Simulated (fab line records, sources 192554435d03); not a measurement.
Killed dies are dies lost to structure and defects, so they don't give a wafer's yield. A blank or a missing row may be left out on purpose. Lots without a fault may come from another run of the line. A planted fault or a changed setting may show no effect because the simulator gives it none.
Chamber matching | flow n5_finfet | N5_MIM_TOP_ETCH_PECVD_03 on pecvd-01: 3 sister chambers
The step deposits SiNx from SiH4/NH3/N2, target thk 20 nm, time 17.6 s. 3 wafers are shown with their chamber, then 10 later ones without.

WAFERS WITH THEIR CHAMBER
wafer  | chamber | showerhead_vpp_V (V)
L087.2 | 0       | 1156
L090.3 | 1       | 1018
L090.5 | 2       | 1073

WAFERS WITHOUT THEIR CHAMBER
wafer  | showerhead_vpp_V (V)
L090.6 | 1165
L092.2 | 1014
L092.4 | 1165
L092.6 | 1027
L094.4 | 1164
L094.5 | 1007
L094.6 | 1078
L096.1 | 1083
L096.2 | 1152
L096.5 | 1086

WHICH CHAMBER EACH WENT THROUGH
wafer  | from the rows above | in truth
L090.6 | 0                   | 0
L092.2 | 1                   | 1
L092.4 | 0                   | 0
L092.6 | 1                   | 1
L094.4 | 0                   | 0
L094.5 | 1                   | 1
L094.6 | 2                   | 2
L096.1 | 2                   | 2
L096.2 | 0                   | 0
L096.5 | 2                   | 2
Placed correctly: 10 of 10. Can't be placed from these rows: 0. Placed wrongly: 0.
How it was worked out, from the rows above alone: a wafer's distance from a chamber is the root of the sum, over the readings, of the square of ((its reading less the chamber's mean) divided by the reading's scatter). The wafer belongs to the nearest chamber; if the next one is less than 2 further off, it can't be placed. A chamber's mean is the mean of its shown wafers. The scatter: with one shown wafer a chamber, the root of the mean of the squares of how far each hidden wafer lies from its nearest shown one.
